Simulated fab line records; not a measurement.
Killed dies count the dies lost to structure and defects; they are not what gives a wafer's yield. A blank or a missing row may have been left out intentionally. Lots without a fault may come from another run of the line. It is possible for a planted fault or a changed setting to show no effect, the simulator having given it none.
fab line records + flow n5Finfet
record:
- lots: 3
- wafers: 9
- lastDay: 18
route steps=1938 shown DUMMY_GATE@247 SPACER0@258 SD_EPI_N@262 SD_EPI_P@326 BEOL_M4@1111 PASSIVATION@1936
lots with no fault: from the same line, run without faults
startH: the number of hours between the record's first day and the start of the first shown wafer of the lot + waitH: how many hours have passed since the lot's step before this one + " unchanged from the row above + L1.1+2: one row covering several wafers at once + - no value, or no start given + * or withheld: withheld + < > ~ a bound
route shown NAME@n: a module of which the file shows steps, and the number in the route of the first + usual: mean/standard deviation taken from wafers without a fault + same: alike in all rows + chamber/n: place in a boat + sites: each site's reading + _std_site: standard deviation across them + _edge_site: the outer-site mean with the inner-site mean subtracted + radiusMm: how far each site lies from the wafer's centre + mask NAME#n: copy n + behind: the tool/chamber that last shaped the wafer + hold: why the lot was held/for how many hours/how that ended + device: the n, p or np transistor that did not switch + end of line: tests run on the same wafers once the route is complete + a step with no rows: only its recipe + killed: at the first sort, the dies lost to defects and structure; wafer yield is something else + map: shows each die of a wafer: x if killed, . if not, _ if none is there
set.NAME: the run value of the setting; set.NAME@STEP: its run value at that earlier step + model.NAME: the simulator's own value behind a step, which no gauge read
certain route steps with their lots: each step a table, each wafer a row
services: from which hour (startH, from the record's first day; less than 0 if before it) a tool's chamber was out of use, for how many hours, and why
== steps ==
step: N5_DUMMY_GATE_ETCH_23
recipe:
- chemistry: HBr/Cl2/O2
- HBr_flow_sccm: 150
- Cl2_flow_sccm: 80
- O2_flow_sccm: 12
- biasW: 102
- targetDepthA: 410
- timeS: 22.3
- target: poly-Si
- maskMaterial: SiO2
- pressureMtorr: 10
- icpW: 800
step: N5_DUMMY_GATE_ETCH_44
recipe:
- chemistry: HBr/O2
- overEtchFrac: 0.7
- targetDepthA: 1275
- stopOn: SiO2
- ionEnergyEv: 60
- biasW: 20
- target: poly-Si
- maskMaterial: SiO2
- pressureMtorr: 20
- icpW: 400
- HBr_flow_sccm: 120
- O2_flow_sccm: 10
step: N5_DUMMY_GATE_ETCH_42
recipe:
- chemistry: CHF3/O2
- target: SiO2
- targetDepthA: 35
- timeS: 31
- ionEnergyEv: 30
- biasW: 12
- pressureMtorr: 30
- sourceW: 600
- Ar_flow_sccm: 200
- CHF3_flow_sccm: 50
- O2_flow_sccm: 5
step: N5_DUMMY_GATE_STRIP_48
recipe:
- chemistry: N2/H2
- timeS: 20
- powerW: 100
- tempC: 40
- pressureMtorr: 100
- rfFrequencyHz: 6e+07
- biasPowerW: 3
- n2FlowSccm: 300
- h2FlowSccm: 300
step: N5_DUMMY_GATE_PRECLEAN_33
recipe:
- chemistry: dHF
- timeS: 10
- dilution: 750:1
- tempC: 25
step: N5_DUMMY_GATE_PRECLEAN_25
recipe:
- chemistry: O3/DIW
- timeS: 45
- tempC: 22
- o3Ppm: 10
step: N5_DUMMY_GATE_PRECLEAN_51
recipe:
- chemistry: SC2
- timeS: 45
- tempC: 35
- mix: 1:1:50
step: N5_DUMMY_GATE_SRD_26
recipe:
- dry: ipaMarangoni
- timeS: 30
- tempC: 23
- rinseLiquid: diw
step: N5_DUMMY_GATE_UV_OZONE_45
recipe:
- timeS: 120
- pressureTorr: 760
- tempC: 25
step: N5_SPACER0_ALD_07
recipe:
- material: SiNx
- targetThkA: 20
- tempC: 400
- aldPrecursorFamily: SiH2I2
- aldCoReactant: N2/H2-plasma
- pressureTorr: 2
step: N5_SPACER0_ALD_00
recipe:
- material: SiOCN
- targetThkA: 35
- tempC: 400
- aldPrecursorFamily: alkyl-aminosilane
- aldCoReactant: O2/N2-plasma
- pulseTimeS: 3
- purgeTimeS: 2
- coReactantPurgeTimeS: 2
- aldCycles: 58
- pressureTorr: 2
usual:
- aldCycles: 58/0
- heaterPowerW: 860/80
- precursorPulseHeightRel: 0.999/0.021
same:
- purgeTimeS: 2
| lot.wafer | tool      | chamber | startH | waitH | aldCycles | heaterPowerW | precursorPulseHeightRel | model.SiOCN_of_SPACER0_ALD_00.thkNm |
|-----------|-----------|---------|--------|-------|-----------|--------------|-------------------------|-------------------------------------|
| L859.1    | aldSin-04 | 0       | 103.05 | 0.1   | 58        | 792          | 1.009                   | 3.6                                 |
| L859.2    | "         | 3       | "      | "     | 65        | 771          | 1.032                   | 4                                   |
| L859.4    | "         | 3       | "      | "     | 65        | 779          | 1.022                   | 3.8                                 |
| L872.1    | aldSin-03 | 0       | 180.99 | 0.1   | 58        | 861          | 1.000                   | 3.6                                 |
| L872.2    | "         | 3       | "      | "     | 58        | 773          | 0.987                   | 3.4                                 |
| L872.4    | "         | 1       | "      | "     | 58        | 806          | 0.995                   | 3.4                                 |
| L873.2    | aldSin-03 | 3       | 185.75 | 0.1   | 58        | 761          | 1.023                   | 3.6                                 |
| L873.5    | "         | 2       | "      | "     | 58        | 828          | 1.040                   | 3.4                                 |
| L873.6    | "         | 1       | "      | "     | 58        | 825          | 0.980                   | 3.4                                 |
step: N5_SPACER0_ALD_08
recipe:
- material: SiNx
- targetThkA: 20
- tempC: 400
- aldPrecursorFamily: SiH2I2
- aldCoReactant: N2/H2-plasma
- pressureTorr: 2
step: N5_SD_EPI_N_COAT_32
recipe:
- resist: SOC
- tempC: 250
- timeS: 60
- spinRpm: 1500
- resistThkNm: 350
step: N5_SD_EPI_N_COAT_33
recipe:
- resist: SiARC
- tempC: 220
- timeS: 60
- spinRpm: 1500
- resistThkNm: 35
step: N5_SD_EPI_N_COAT_03
recipe:
- resist: CAR-ArF-block
- spinRpm: 1500
- resistThkNm: 150
step: N5_SD_EPI_N_EBR_05
recipe:
- solvent: PGMEA
- ebrWidthMm: 1.5
step: N5_SD_EPI_N_SOFTBAKE_04
recipe:
- tempC: 110
- timeS: 60
- resist: CAR-ArF-block
step: N5_SD_EPI_N_EXPOSE_06
recipe:
- maskId: SD_N_BLK
- na: 1.35
- sourceShape: conventional
- sigmaOuter: 0.8
- polarization: unpolarized
- targetCdNm: 120
- doseMj: 39.75
step: N5_SD_EPI_N_PEB_07
recipe:
- pebTempC: 110
- pebTimeS: 60
- resist: CAR-ArF-block
step: N5_SD_EPI_N_DEVELOP_08
recipe:
- developTimeS: 30
- developer: TMAH
- resist: CAR-ArF-block
- devTempC: 23
- rinseLiquid: diw
- dry: airSpin
step: N5_SD_EPI_N_DESCUM_14
recipe:
- chemistry: O2
- timeS: 7.9
- sourcePowerW: 50
- biasPowerW: 20
- pressureMtorr: 20
- rfFrequencyHz: 2.712e+07
- tempC: 40
- resist: CAR-ArF-block
- o2FlowSccm: 225
step: N5_SD_EPI_N_ETCH_34
recipe:
- chemistry: CF4
- target: SiARC
- targetDepthA: 455
- maskMaterial: CAR-ArF-block
- timeS: 75.8
- ionEnergyEv: 80
- pressureMtorr: 40
- sourceW: 545
- biasW: 36
- Ar_flow_sccm: 100
- cf4FlowSccm: 100
- ends: cleared
step: N5_SD_EPI_N_ETCH_35
recipe:
- chemistry: N2/H2
- target: SOC
- overetchA: 1080
- maskMaterial: SiARC
- tempC: 40
- ionEnergyEv: 100
- sourceW: 3000
- biasW: 133
- pressureMtorr: 20
- timeS: 486
- n2FlowSccm: 200
- h2FlowSccm: 200
step: N5_SD_EPI_N_STRIP_36
recipe:
- chemistry: N2/H2
- tempC: 40
- n2FlowSccm: 200
- h2FlowSccm: 200
- rfFrequencyHz: 6e+07
step: N5_SD_EPI_N_ETCHBACK_44
recipe:
- chemistry: CH3F/O2
- mode: anisotropicEtchback
- target: SiNx
- targetDepthA: 145
- stopOn: SiO2
- overEtchFrac: 0.3
- ionEnergyEv: 120
- pressureMtorr: 30
- sourceW: 395
- biasW: 73
- Ar_flow_sccm: 150
- CH3F_flow_sccm: 30
- O2_flow_sccm: 20
step: N5_SD_EPI_N_ETCH_45
recipe:
- chemistry: CH3F/O2
- target: SiOCN
- targetDepthA: 60
- maskMaterial: SOC
- ionEnergyEv: 60
- biasW: 29
- pressureMtorr: 15
- sourceW: 410
- Ar_flow_sccm: 150
- CH3F_flow_sccm: 30
- O2_flow_sccm: 20
step: N5_SD_EPI_N_ETCH_16
recipe:
- chemistry: CHF3/O2
- target: SiO2
- targetDepthA: 50
- maskMaterial: SOC
- pressureMtorr: 30
- sourceW: 650
- biasW: 170
- Ar_flow_sccm: 200
- CHF3_flow_sccm: 50
- O2_flow_sccm: 5
- ionEnergyEv: 200
step: N5_SD_EPI_N_STRIP_47
recipe:
- chemistry: CHF3/O2
- resist: SiARC
- rfFrequencyHz: 6e+07
step: N5_SD_EPI_N_SD_RECESS_17
recipe:
- chemistry: HBr/Cl2/O2
- targetDepthA: 410
- maskMaterial: SOC
- timeS: 23.7
- btTimeS: 3
- pressureMtorr: 10
- icpW: 800
- biasW: 112
- HBr_flow_sccm: 150
- Cl2_flow_sccm: 80
- O2_flow_sccm: 12
step: N5_SD_EPI_N_STRIP_38
recipe:
- chemistry: N2/H2
- powerW: 1000
- tempC: 250
- h2Frac: 0.65
- overashFraction: 0.3
- pressureMtorr: withheld
- n2FlowSccm: 1750
- h2FlowSccm: 3250
step: N5_SD_EPI_N_WET_ETCH_43
recipe:
- chemistry: dHF
- dilution: withheld
- timeS: 14
- target: SiO2
- targetDepthA: 15
- tempC: 25
step: N5_SD_EPI_N_STRIP_18
recipe:
- chemistry: SPM
- timeS: 750
- tempC: 130
- h2so4H2o2VolRatio: 4
step: N5_SD_EPI_N_SRD_20
recipe:
- dry: ipaMarangoni
- doPpb: 5
- timeS: 30
- tempC: 23
- rinseLiquid: diw
step: N5_SD_EPI_N_PRECLEAN_48
recipe:
- chemistry: NF3:NH3
- afsCycles: 2
- tempC: 30
- timeS: 20
- sublimationTempC: 180
- sublimationTimeS: 60
- pressureTorr: 3
- rfPowerW: 30
step: N5_SD_EPI_N_VAPOR_ETCH_50
recipe:
- chemistry: HCl
- target: Si
- tempC: 775
- timeS: 54
- pressureTorr: 20
- mode: isotropic
step: N5_SD_EPI_N_EPI_21
recipe:
- material: Si:P
- dopant: P
- tempC: 680
- pressureTorr: 255
- timeS: 690
step: N5_SD_EPI_P_PRECLEAN_32
recipe:
- chemistry: dHF
- timeS: 10
- dilution: 500:1
- tempC: 25
| lot.wafer  | tool        | chamber | startH | waitH | model.SiOCN_of_SPACER0_ALD_00.thkNm |
|------------|-------------|---------|--------|-------|-------------------------------------|
| L859.1     | wetBench-01 | 0       | 113.02 | 0.0   | 3.4                                 |
| L859.2+4   | "           | 6,5     | "      | "     | 3.8                                 |
| L872.1+2+4 | wetBench-01 | 6,7,4   | 190.81 | 0.0   | 3.4                                 |
| L873.2+5+6 | wetBench-04 | 3,7,2   | 194.62 | 0.0   | 3.4                                 |
step: N5_BEOL_M4_RC_MEAS_101
usual:
- DIBL_N: 36.4/2.7
- DIBL_P: 36/3.2
- IOFF_N: 0.16/0.046
- IOFF_P: 0.21/0.055
- ION_N: 677/15
- ION_P: 464/11
- SS_N: 71.5/0.79
- SS_P: 73.3/0.93
- VT_N: 250/4.1
- VT_P: -251/4.4
| lot.wafer | tool      | chamber | startH | waitH | DIBL_N[mV/V] | DIBL_P[mV/V] | IOFF_N[nA/um] | IOFF_P[nA/um] | ION_N[uA/um] | ION_P[uA/um] | SS_N[mV/dec] | SS_P[mV/dec] | VT_N[mV] | VT_P[mV] |
|-----------|-----------|---------|--------|-------|--------------|--------------|---------------|---------------|--------------|--------------|--------------|--------------|----------|----------|
| L859.1    | prober-01 | 0       | 235.59 | 0.0   | 39.1         | 39           | 0.19          | 0.27          | 699          | 478          | 72.6         | 74.8         | 247      | -248     |
| L859.2    | "         | 0       | "      | "     | 33.3         | 32           | 0.09          | 0.13          | 649          | 452          | 70.7         | 72.0         | 260      | -258     |
| L859.4    | "         | 0       | "      | "     | 33.3         | 32           | 0.09          | 0.14          | 634          | 444          | 70.8         | 71.9         | 261      | -257     |
| L872.1    | prober-02 | 0       | 319.05 | 0.0   | 37.4         | 36           | 0.16          | 0.21          | 681          | 465          | 70.7         | 73.3         | 248      | -250     |
| L872.2    | "         | 0       | "      | "     | 36.8         | 36           | 0.15          | 0.19          | 670          | 456          | 70.8         | 73.2         | 250      | -254     |
| L872.4    | "         | 0       | "      | "     | 37.1         | 36           | 0.17          | 0.20          | 697          | 477          | 70.7         | 72.9         | 248      | -253     |
| L873.2    | prober-01 | 0       | 319.60 | 0.2   | 35.0         | 35           | 0.14          | 0.15          | 662          | 449          | 71.4         | 72.9         | 252      | -256     |
| L873.5    | "         | 0       | "      | "     | 36.2         | 36           | 0.15          | 0.15          | 667          | 447          | 72.0         | 73.0         | 251      | -257     |
| L873.6    | "         | 0       | "      | "     | 29.7         | 30           | 0.07          | 0.10          | 631          | 438          | 70.5         | 71.5         | 260      | -263     |
step: N5_PASSIVATION_PROBE_49
usual:
- defectLimitedYield: 91.1/1.4
- killed_at_M0_to_M3: 34/9.7
- killed_at_M4_up: 13/5.1
- killedAtContacts: 14/6.3
- killedAtFrontEnd: 40/11
- killedAtOther: 3.5/2.7
- killedDies: 105/16
- killedOnRim: 13/4.1
- killedOpen: 70/12
- killedShort: 34/7.8
- sort_bin_5_function: 5.2/0.88
- sort_bin_6_memory: 3.3/0.7
- sort_bin_8_speed: 0.1/0.62
- sortNPass: 1074/17
- sortYieldPct: 91.0/1.5
same:
- grossDies: 1180
- killedAtBackSide: 0
- sort_bin_4_leakage[%]: 0
| lot.wafer | tool      | chamber | startH | waitH | defectLimitedYield[%] | killed_at_M0_to_M3 | killed_at_M4_up | killedAtContacts | killedAtFrontEnd | killedAtOther | killedDies | killedOnRim | killedOpen | killedShort | sort_bin_5_function[%] | sort_bin_6_memory[%] | sort_bin_8_speed[%] | sortNPass | sortYieldPct[%] |
|-----------|-----------|---------|--------|-------|-----------------------|--------------------|-----------------|------------------|------------------|---------------|------------|-------------|------------|-------------|------------------------|----------------------|---------------------|-----------|-----------------|
| L859.1    | prober-01 | -       | 355.45 | 0.0   | 90.6                  | 23                 | 7               | 10               | 64               | 7             | 111        | 21          | 69         | 41          | 5.4                    | 3.6                  | 0                   | 1069      | 90.6            |
| L859.2    | prober-01 | -       | 355.50 | 0.1   | 89.7                  | 32                 | 36              | 6                | 37               | 11            | 122        | 16          | 76         | 45          | 6.7                    | 3.4                  | 0                   | 1058      | 89.7            |
| L859.4    | prober-01 | -       | 355.60 | 0.2   | 89.3                  | 22                 | 22              | 14               | 65               | 3             | 126        | 16          | 84         | 42          | 5.7                    | 4.5                  | 0.3                 | 1050      | 89.0            |
| L872.1    | prober-01 | -       | 423.72 | 0.0   | 90.8                  | 39                 | 11              | 5                | 51               | 3             | 109        | 13          | 65         | 43          | 5.1                    | 3.8                  | 0                   | 1071      | 90.8            |
| L872.2    | prober-01 | -       | 423.77 | 0.1   | 91.9                  | 32                 | 14              | 3                | 44               | 3             | 96         | 10          | 72         | 24          | 4.6                    | 3.3                  | 0                   | 1084      | 91.9            |
| L872.4    | prober-01 | -       | 423.87 | 0.2   | 89.6                  | 41                 | 14              | 9                | 55               | 4             | 123        | 9           | 72         | 51          | 5.6                    | 4.3                  | 0                   | 1057      | 89.6            |
| L873.2    | prober-01 | -       | 429.89 | 0.1   | 92.7                  | 36                 | 14              | 1                | 34               | 1             | 86         | 14          | 59         | 27          | 4.7                    | 2.3                  | 0                   | 1094      | 92.7            |
| L873.5    | prober-01 | -       | 430.04 | 0.2   | 93.6                  | 18                 | 5               | 3                | 47               | 2             | 75         | 7           | 48         | 24          | 3.5                    | 2.7                  | 0                   | 1105      | 93.6            |
| L873.6    | prober-01 | -       | 430.09 | 0.3   | 90.8                  | 34                 | 17              | 6                | 50               | 2             | 109        | 11          | 68         | 32          | 4.6                    | 3.7                  | 2.5                 | 1042      | 88.3            |
killed by level:class
L859.1 FIN_SAQP:geometricParticle:open=17 FIN_SAQP:geometricParticle:short=14 STI_FIN_REVEAL:geometricParticle:open=12 MOL_CONTACT_COAG:geometricParticle:open=10 GATE_CUT:geometricParticle:short=7 GATE_CUT:geometricParticle:open=6 BEOL_M2:geometricParticle:open=5 BEOL_M3:geometricParticle:short=5
L859.2 BEOL_M4:geometricParticle:open=17 BEOL_M4:geometricParticle:short=10 STI_FIN_REVEAL:geometricParticle:open=9 BEOL_M1:geometricParticle:open=7 BEOL_M3:geometricParticle:open=7 GATE_CUT:geometricParticle:short=6 MOL_CONTACT_COAG:geometricParticle:open=5 BEOL_M0_SAQP:geometricParticle:open=5
L859.4 STI_FIN_REVEAL:geometricParticle:open=27 MOL_CONTACT_COAG:geometricParticle:open=12 FIN_SAQP:geometricParticle:short=8 BEOL_M4:geometricParticle:open=8 BEOL_M3:geometricParticle:open=7 GATE_CUT:geometricParticle:short=6 FIN_SAQP:geometricParticle:open=5 STI_FIN_REVEAL:geometricParticle:short=4
L872.1 BEOL_M0_SAQP:geometricParticle:short=19 STI_FIN_REVEAL:geometricParticle:open=18 BEOL_M0_SAQP:geometricParticle:open=10 FIN_SAQP:geometricParticle:open=8 STI_FIN_REVEAL:geometricParticle:short=7 FIN_SAQP:geometricParticle:short=6 BEOL_M1:geometricParticle:open=6 MOL_CONTACT_COAG:geometricParticle:open=5
L872.2 STI_FIN_REVEAL:geometricParticle:open=21 BEOL_M0_SAQP:geometricParticle:open=9 BEOL_M4:geometricParticle:open=9 STI_FIN_REVEAL:geometricParticle:short=8 BEOL_M0_SAQP:geometricParticle:short=5 BEOL_M3:geometricParticle:open=5 BEOL_M0:geometricParticle:open=4 BEOL_M2:geometricParticle:open=4
L872.4 STI_FIN_REVEAL:geometricParticle:open=28 BEOL_M0_SAQP:geometricParticle:short=18 BEOL_M0_SAQP:geometricParticle:open=12 STI_FIN_REVEAL:geometricParticle:short=8 MOL_CONTACT_COAG:geometricParticle:open=6 BEOL_M4:geometricParticle:short=6 BEOL_M2:geometricParticle:open=4 FIN_SAQP:geometricParticle:open=3
L873.2 BEOL_M2:geometricParticle:open=13 STI_FIN_REVEAL:geometricParticle:open=10 GATE_CUT:geometricParticle:short=7 BEOL_M0:geometricParticle:open=5 BEOL_M1:geometricParticle:open=5 BEOL_M4:geometricParticle:open=5 BEOL_M0_SAQP:geometricParticle:short=4 FIN_SAQP:geometricParticle:open=3
L873.5 FIN_SAQP:geometricParticle:open=12 FIN_SAQP:geometricParticle:short=11 STI_FIN_REVEAL:geometricParticle:open=8 DUMMY_GATE:geometricParticle:open=6 BEOL_M2:geometricParticle:open=5 BEOL_M1:geometricParticle:open=5 STARTING-WAFER:geometricParticle:short=4 BEOL_M4:geometricParticle:open=3
L873.6 FIN_SAQP:geometricParticle:open=10 FIN_SAQP:geometricParticle:short=8 BEOL_M1:geometricParticle:open=8 HKMG_FIN:areaEtch=8 BEOL_M3:geometricParticle:open=7 BEOL_M4:geometricParticle:open=7 BEOL_M2:geometricParticle:open=6 STI_FIN_REVEAL:geometricParticle:open=5
== services ==
| tool      | chamber | startH | hours | kind      |
|-----------|---------|--------|-------|-----------|
| aldSin-03 | -       | 85.37  | 14.0  | pm        |
| aldSin-03 | 0       | 85.37  | 14.0  | ventCycle |
| aldSin-03 | 1       | 85.37  | 14.0  | ventCycle |
| aldSin-03 | 2       | 85.37  | 14.0  | ventCycle |
| aldSin-03 | 3       | 85.37  | 14.0  | ventCycle |
| aldSin-03 | 0       | 99.37  | -     | clean     |
| aldSin-03 | 1       | 99.37  | -     | clean     |
| aldSin-03 | 2       | 99.37  | -     | clean     |
| aldSin-03 | 3       | 99.37  | -     | clean     |
| aldSin-04 | 0       | 151.87 | 11.8  | repair    |
== key ==
firstSign:
- step: N5_SPACER0_ALD_00
- reading: aldCycles
- direction: up
- sigmas: 99+
- usual: *
- struck: *
effect none on later readings
modelEffect:
- step: N5_SPACER0_ALD_00
- value: SiOCN_of_SPACER0_ALD_00.thkNm
- without: 3.4
- struck: 3.9
modelEffect:
- step: N5_SD_EPI_P_PRECLEAN_32
- value: SiOCN_of_SPACER0_ALD_00.thkNm
- without: 3.4
- struck: 3.8
metAt N5_SPACER0_ALD_00
struckWafers L859.2,L859.4
fault:
- kind: processParameterDrift
- tool: aldSin-04
- chamber: 3
- onsetH: 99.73
- steps: N5_SPACER0_ALD_00
- channel: aldCycles
- offset: *
- shape: step
- endH: 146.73
- actsIn: *
- stated: *
